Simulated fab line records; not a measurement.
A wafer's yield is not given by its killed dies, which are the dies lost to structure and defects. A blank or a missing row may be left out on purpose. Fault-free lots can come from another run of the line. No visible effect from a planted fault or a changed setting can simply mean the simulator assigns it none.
Check of tool commonality | flow nandHarc | 13 lots, 45 wafers sampled

== REASON FOR OPENING ==
At NHARC_A_ONON_D1_THK_MEAS_27 the reading thkNm is flagged on 2 of 13 lots. No-fault wafers: 1000 nm, standard deviation 9.5.
Rule: a lot is flagged in two cases, either no wafer of it has a number, or all its wafers with numbers fall more than 4 standard deviations from that mean. All remaining lots are regarded as sound.

lot  | measured     | on           | thkNm (nm), wafer by wafer | flag
L856 | day 8 01:03  | filmMetro-01 | 989 986 988                | 
L855 | day 8 01:03  | filmMetro-02 | 999 998 995                | 
L857 | day 8 18:57  | filmMetro-02 | 1012 1011 1011             | 
L859 | day 9 04:01  | filmMetro-02 | 1023 1022 1023             | 
L862 | day 9 19:42  | filmMetro-02 | 1003 1001 1001             | 
L861 | day 9 19:44  | filmMetro-01 | 1009 1007 1009             | 
L863 | day 10 06:49 | filmMetro-02 | 1004 1004 1004             | 
L865 | day 10 16:25 | filmMetro-02 | 647 647 648 646 649 648    | FLAGGED
L866 | day 11 22:41 | filmMetro-01 | 668 670 669 670 668 670    | FLAGGED
L875 | day 12 18:29 | filmMetro-02 | 996 998 998                | 
L874 | day 12 18:31 | filmMetro-01 | 986 988 988                | 
L876 | day 13 09:39 | filmMetro-01 | 1006 1007 1006             | 
L878 | day 13 19:32 | filmMetro-02 | 999 1000 1001              | 
The mean of the flagged lots' numbers is 658 nm, -342 nm from the usual (-36 standard deviations).

== EACH LOT AND THE TOOL IT RAN ON ==
Before the reading, the record contains 2 process steps out of a 1159-step route. Every cell lists first the tool, next ch and the chambers used by the sampled wafers, and last the start.
lot  | flag    | NHARC_A_ZERO_WELL_RTA_16        | NHARC_A_ONON_D1_DEP_25
L856 |         | rtpAnneal-01 ch 0, day 6 13:49  | pecvdOnon-02 ch 0, day 8 00:32
L855 |         | rtpAnneal-01 ch 0, day 6 04:25  | pecvdOnon-03 ch 0, day 8 00:33
L857 |         | rtpAnneal-01 ch 0, day 7 10:28  | pecvdOnon-02 ch 0, day 8 18:26
L859 |         | rtpAnneal-01 ch 0, day 7 19:28  | pecvdOnon-03 ch 0, day 9 03:38
L862 |         | rtpAnneal-02 ch 0, day 8 09:30  | pecvdOnon-01 ch 0, day 9 19:18
L861 |         | rtpAnneal-01 ch 0, day 8 09:53  | pecvdOnon-03 ch 0, day 9 19:16
L863 |         | rtpAnneal-01 ch 0, day 8 20:16  | pecvdOnon-03 ch 0, day 10 06:18
L865 | FLAGGED | rtpAnneal-01 ch 0, day 9 07:47  | pecvdOnon-03 ch 0, day 10 15:55
L866 | FLAGGED | rtpAnneal-01 ch 0, day 10 14:36 | pecvdOnon-03 ch 0, day 11 22:14
L875 |         | rtpAnneal-02 ch 0, day 11 07:11 | pecvdOnon-01 ch 0, day 12 17:59
L874 |         | rtpAnneal-01 ch 0, day 11 08:15 | pecvdOnon-02 ch 0, day 12 17:59
L876 |         | rtpAnneal-02 ch 0, day 12 00:34 | pecvdOnon-01 ch 0, day 13 09:16
L878 |         | rtpAnneal-02 ch 0, day 12 10:22 | pecvdOnon-01 ch 0, day 13 19:01
These steps, and what they do:
- NHARC_A_ZERO_WELL_RTA_16: time 10 s.
- NHARC_A_ONON_D1_DEP_25: target thk 1000 nm.
- NHARC_A_ONON_D1_THK_MEAS_27: measures by ellipsometry.

== FLAGGED OVER TOTAL, TOOL BY TOOL (the gauges that took the reading come last) ==
step                        | tool         | lots run | flagged | share of the flagged lots | sound lots run after its first flagged lot
NHARC_A_ZERO_WELL_RTA_16    | rtpAnneal-01 | 9        | 2       | all                       | 1 (L874)
NHARC_A_ZERO_WELL_RTA_16    | rtpAnneal-02 | 4        | 0       | none                      | -
NHARC_A_ONON_D1_DEP_25      | pecvdOnon-01 | 4        | 0       | none                      | -
NHARC_A_ONON_D1_DEP_25      | pecvdOnon-02 | 3        | 0       | none                      | -
NHARC_A_ONON_D1_DEP_25      | pecvdOnon-03 | 6        | 2       | all                       | 0
NHARC_A_ONON_D1_THK_MEAS_27 | filmMetro-01 | 5        | 1       | some                      | 2 (L874,L876)
NHARC_A_ONON_D1_THK_MEAS_27 | filmMetro-02 | 8        | 1       | some                      | 2 (L875,L878)

== THE TABLE: WHAT IT ALLOWS ==
Rows of the table that ran all the flagged lots, 2 in number: rtpAnneal-01 at NHARC_A_ZERO_WELL_RTA_16; pecvdOnon-03 at NHARC_A_ONON_D1_DEP_25.
- rtpAnneal-01 at NHARC_A_ZERO_WELL_RTA_16 ran 9 lots, 2 of them flagged. After the first flagged lot (L874), sound lots still ran on it; a lasting fault on the whole tool would not permit that.
- pecvdOnon-03 at NHARC_A_ONON_D1_DEP_25 ran 6 lots, 2 of them flagged. A fault beginning between L863 (day 10 06:18), its last sound lot, and L865 (day 10 15:55), its first flagged one, fits the data.
Left over: one tool, pecvdOnon-03 at NHARC_A_ONON_D1_DEP_25.

== WHAT THE SIMULATOR HAD PUT IN ==
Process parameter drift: pecvdOnon-03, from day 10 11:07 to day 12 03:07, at NHARC_A_ONON_D1_DEP_25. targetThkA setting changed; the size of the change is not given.
Struck lots among those shown: L865, L866. This agrees with what the rule above found.
